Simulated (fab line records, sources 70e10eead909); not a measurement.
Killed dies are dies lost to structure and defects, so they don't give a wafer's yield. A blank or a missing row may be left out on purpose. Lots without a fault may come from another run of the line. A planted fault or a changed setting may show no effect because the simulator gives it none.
Which tool did it? | flow nand_harc | 11 lots, 33 wafers sampled, at 6 steps of a route of 1159

WHAT THE GAUGES READ, wafer by wafer
NHARC_A_M0_CD_MEAS_09: target cd 80 nm. Usual: cd_nm 79.8 nm, standard deviation 0.49.
lot  | measured     | on        | cd_nm (nm)        | flag
L820 | day 17 20:05 | cd_sem-01 | 79.1 79.8 79.0    |
L817 | day 18 01:00 | cd_sem-03 | 79.3 78.4 79.0    |
L821 | day 18 06:20 | cd_sem-03 | 80.3 80.3 79.8    |
L822 | day 18 09:34 | cd_sem-01 | 79.6 79.8 79.4    |
L824 | day 19 04:43 | cd_sem-01 | 101.1 101.1 100.9 | OFF
L826 | day 19 15:15 | cd_sem-03 | 80.1 79.3 79.4    |
L832 | day 21 14:02 | cd_sem-02 | 79.9 79.3 80.1    |
L834 | day 21 18:02 | cd_sem-02 | 80.3 80.3 80.3    |
L835 | day 22 06:25 | cd_sem-03 | 79.5 79.2 79.2    |
L837 | day 22 17:44 | cd_sem-01 | 80.0 79.6 80.0    |
L838 | day 22 18:10 | cd_sem-03 | 79.7 79.6 80.0    |

NHARC_A_M0_INSPECT_11. Usual: raw_defect_count 34, standard deviation 14.
lot  | measured     | on                | raw_defect_count | flag
L820 | day 17 20:12 | defect_inspect-01 | 27 20 29         |
L817 | day 18 01:08 | defect_inspect-01 | 16 10 14         |
L821 | day 18 06:28 | defect_inspect-02 | 31 44 38         |
L822 | day 18 09:41 | defect_inspect-01 | 12 9 11          |
L824 | day 19 04:50 | defect_inspect-02 | 24 33 30         |
L826 | day 19 15:22 | defect_inspect-01 | 33 26 23         |
L832 | day 21 14:09 | defect_inspect-02 | 49 58 42         |
L834 | day 21 18:10 | defect_inspect-01 | 44 33 52         |
L835 | day 22 06:34 | defect_inspect-01 | 36 36 32         |
L837 | day 22 17:51 | defect_inspect-02 | 61 57 68         |
L838 | day 22 18:17 | defect_inspect-02 | 34 38 48         |

NHARC_END_SORT_01. Usual: defect_limited_yield 95.4 %, standard deviation 1.5; killed_at_array 26, standard deviation 9.6; killed_at_other 0.7, standard deviation 0.92; killed_at_periphery 3.8, standard deviation 2.7; killed_dies 31, standard deviation 10; killed_open 3.3, standard deviation 1.7; killed_short 1.8, standard deviation 1.3; sort_bin_2_pct 1.4 %, standard deviation 0.62; sort_bin_3_pct 0.23 %, standard deviation 0.21; sort_bin_4_pct 2.9 %, standard deviation 0.95; sort_n_pass 646, standard deviation 10; sort_rim_yield_pct 94 %, standard deviation 3.2; sort_yield_pct 95.4 %, standard deviation 1.5.
lot  | measured     | on        | defect_limited_yield (%) | killed_at_array | killed_at_other | killed_at_periphery | killed_dies | killed_open | killed_short | sort_bin_2_pct (%) | sort_bin_3_pct (%) | sort_bin_4_pct (%) | sort_n_pass | sort_rim_yield_pct (%) | sort_yield_pct (%) | flag
L826 | day 21 13:56 | prober-02 | 96.6 96.2 96.9           | 19 18 13        | 0 1 0           | 4 7 8               | 23 26 21    | 1 2 2       | 3 3 1        | 0.9 0.7 1.0        | 0 0 0              | 2.5 3.1 2.1        | 654 651 656 | 92 93 94               | 96.6 96.2 96.9     |

WHICH TOOL RAN EACH LOT (tool, then ch and the chambers of the sampled wafers, then the start)
lot  | NHARC_A_BLC_STRIP_29               | NHARC_A_M0_EXPOSE_06               | NHARC_A_M0_ETCH_34
L820 | rie_diel-05 ch 0,2, day 17 17:11   | arfi_scanner-02 ch 0, day 17 19:56 | rie_diel-03 ch 0,2,3, day 17 20:22
L817 | rie_diel-12 ch 1,2,3, day 17 22:11 | arfi_scanner-03 ch 0, day 18 00:52 | rie_diel-10 ch 2,3, day 18 01:17
L821 | rie_diel-05 ch 1,2,3, day 18 01:39 | arfi_scanner-03 ch 0, day 18 06:11 | rie_diel-03 ch 0,2,3, day 18 06:37
L822 | rie_diel-06 ch 0,1,3, day 18 06:37 | arfi_scanner-02 ch 0, day 18 09:26 | rie_diel-10 ch 0,2, day 18 09:52
L824 | rie_diel-05 ch 0,1,3, day 19 00:06 | arfi_scanner-02 ch 0, day 19 04:35 | rie_diel-10 ch 0,1, day 19 05:01
L826 | rie_diel-12 ch 1,3, day 19 12:22   | arfi_scanner-03 ch 0, day 19 15:07 | rie_diel-03 ch 0,1,3, day 19 15:31
L832 | rie_diel-12 ch 1,3, day 21 01:04   | arfi_scanner-03 ch 0, day 21 13:53 | rie_diel-03 ch 0,1, day 21 14:17
L834 | rie_diel-12 ch 1,2,3, day 21 10:08 | arfi_scanner-03 ch 0, day 21 17:54 | rie_diel-04 ch 0,1,3, day 21 18:19
L835 | rie_diel-05 ch 0,2,3, day 22 03:21 | arfi_scanner-03 ch 0, day 22 06:17 | rie_diel-04 ch 1,2, day 22 06:43
L837 | rie_diel-05 ch 0,2, day 22 12:28   | arfi_scanner-01 ch 0, day 22 17:35 | rie_diel-10 ch 0,2, day 22 17:59
L838 | rie_diel-12 ch 1,2,3, day 22 13:49 | arfi_scanner-03 ch 0, day 22 18:02 | rie_diel-10 ch 0,1,3, day 22 18:26
- NHARC_A_BLC_STRIP_29: strips in CF4.
- NHARC_A_M0_EXPOSE_06: exposes mask A M0, target cd 80 nm.
- NHARC_A_M0_ETCH_34: etches the open film in N2/H2, target depth 40 nm, overetch 12 nm, time 43.94 s.

WHAT THE TOOLS THEMSELVES READ (means of the sampled wafers that have a number; where no wafer has one, the mark that the record gives instead)
NHARC_A_BLC_STRIP_29. Usual: drypump_motor_current_A 5.7 A, standard deviation 0.45; oes_product_au 0.998 a.u., standard deviation 0.0065; rf_vpp_V 59.4 V, standard deviation 0.93; showerhead_plenum_p_Torr 1.76 Torr, standard deviation 0.072; throttle_valve_pct 13.285 %, standard deviation 0.0085.
lot  | tool        | drypump_motor_current_A (A) | oes_product_au (a.u.) | rf_vpp_V (V) | showerhead_plenum_p_Torr (Torr) | throttle_valve_pct (%) | flag
L820 | rie_diel-05 | 5.6                         | 0.991                 | 59.8         | 1.80                            | 13.285                 |
L817 | rie_diel-12 | 5.6                         | 0.996                 | 59.9         | 1.78                            | 13.281                 |
L821 | rie_diel-05 | 5.7                         | 0.997                 | 58.9         | 1.74                            | 13.295                 |
L822 | rie_diel-06 | 5.0                         | 1.003                 | 60.0         | 1.83                            | 13.287                 |
L824 | rie_diel-05 | 5.5                         | 0.991                 | 59.8         | 1.71                            | 13.283                 |
L826 | rie_diel-12 | 5.5                         | 0.994                 | 59.8         | 1.82                            | 13.275                 |
L832 | rie_diel-12 | 5.5                         | 1.001                 | 60.6         | 1.82                            | 13.286                 |
L834 | rie_diel-12 | 5.6                         | 1.000                 | 59.3         | 1.78                            | 13.283                 |
L835 | rie_diel-05 | 5.7                         | 1.001                 | 59.6         | 1.76                            | 13.285                 |
L837 | rie_diel-05 | 5.6                         | 0.998                 | 59.7         | 1.80                            | 13.288                 |
L838 | rie_diel-12 | 5.6                         | 1.005                 | 59.8         | 1.78                            | 13.284                 |

NHARC_A_M0_EXPOSE_06. Usual: exposure_dose_mJ_cm2 83.22, standard deviation 0.092.
lot  | tool            | exposure_dose_mJ_cm2 | flag
L820 | arfi_scanner-02 | 83.20                |
L817 | arfi_scanner-03 | 83.26                |
L821 | arfi_scanner-03 | 83.38                |
L822 | arfi_scanner-02 | 83.16                |
L824 | arfi_scanner-02 | 114.52               | OFF
L826 | arfi_scanner-03 | 83.26                |
L832 | arfi_scanner-03 | 83.28                |
L834 | arfi_scanner-03 | 83.26                |
L835 | arfi_scanner-03 | 83.19                |
L837 | arfi_scanner-01 | 83.23                |
L838 | arfi_scanner-03 | 83.21                |

NHARC_A_M0_ETCH_34. Usual: bias_w 150.0 W, standard deviation 0.44; drypump_motor_current_A 5.6 A, standard deviation 0.49; oes_product_au 0.999 a.u., standard deviation 0.0075; rf_vpp_V 431 V, standard deviation 3.4; showerhead_plenum_p_Torr 2.04 Torr, standard deviation 0.12; throttle_valve_pct 14.172 %, standard deviation 0.0087.
lot  | tool        | bias_w (W) | drypump_motor_current_A (A) | oes_product_au (a.u.) | rf_vpp_V (V) | showerhead_plenum_p_Torr (Torr) | throttle_valve_pct (%) | flag
L820 | rie_diel-03 | 149.8      | 5.2                         | 0.995                 | 430          | 2.03                            | 14.168                 |
L817 | rie_diel-10 | 150.0      | 6.0                         | 0.994                 | 434          | 2.15                            | 14.180                 |
L821 | rie_diel-03 | 149.8      | 5.2                         | 1.006                 | 430          | 2.03                            | 14.181                 |
L822 | rie_diel-10 | 149.9      | 6.4                         | 1.005                 | 435          | 2.19                            | 14.164                 |
L824 | rie_diel-10 | 149.8      | 5.6                         | 0.996                 | 430          | 2.00                            | 14.183                 |
L826 | rie_diel-03 | 149.7      | 5.3                         | 1.004                 | 431          | 2.03                            | 14.163                 |
L832 | rie_diel-03 | 150.1      | 5.2                         | 1.008                 | 427          | 1.93                            | 14.175                 |
L834 | rie_diel-04 | 150.2      | 5.6                         | 1.002                 | 431          | 2.03                            | 14.168                 |
L835 | rie_diel-04 | 149.8      | 6.0                         | 1.000                 | 432          | 2.06                            | 14.182                 |
L837 | rie_diel-10 | 149.6      | 6.4                         | 0.993                 | 434          | 2.19                            | 14.172                 |
L838 | rie_diel-10 | 150.2      | 5.6                         | 1.000                 | 431          | 2.06                            | 14.166                 |

THE ANSWER, worked out from the rows above alone
Rule: a lot is off if the mean of its wafers that have a number lies more than 3 standard deviations from the usual mean. A lot without any number at a reading at which 4 lots or more have one is off too. The other lots that the step has rows for count as sound. The gauges are gone through in route order, then the tools' own readings, and for those a lot's mean is taken as printed above. The first step at which some lot is off is used, and at that step the reading that is off furthest; a lot without a number counts as furthest.
Off: L824, at NHARC_A_M0_CD_MEAS_09 (cd_nm).
A tool fits if, at a process step before that reading, it ran every lot that is off, and no sound lot after the first of them. The gauges at NHARC_A_M0_CD_MEAS_09 aren't tried: what is off there is off at NHARC_A_M0_EXPOSE_06 too, on other tools, and a gauge's error can't cause that. One fits: arfi_scanner-02 at NHARC_A_M0_EXPOSE_06. Its last sound lot is L822 (day 18 09:26), its first lot that is off L824 (day 19 04:35): a fault that began between those two fits.
The tool's own readings at NHARC_A_M0_EXPOSE_06 bear it out: on the lots that are off they differ by more than 5 times the standard deviation of the sound lots' means. exposure_dose_mJ_cm2 reads 114.52 there against 83.24 on the sound lots.

WHAT THE SIMULATOR HAD PUT IN
Process parameter drift: arfi_scanner-02, from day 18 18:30 on, at NHARC_A_M0_EXPOSE_06. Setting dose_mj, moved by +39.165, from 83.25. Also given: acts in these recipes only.
Lots struck among those shown: L824. The rule above found the same.
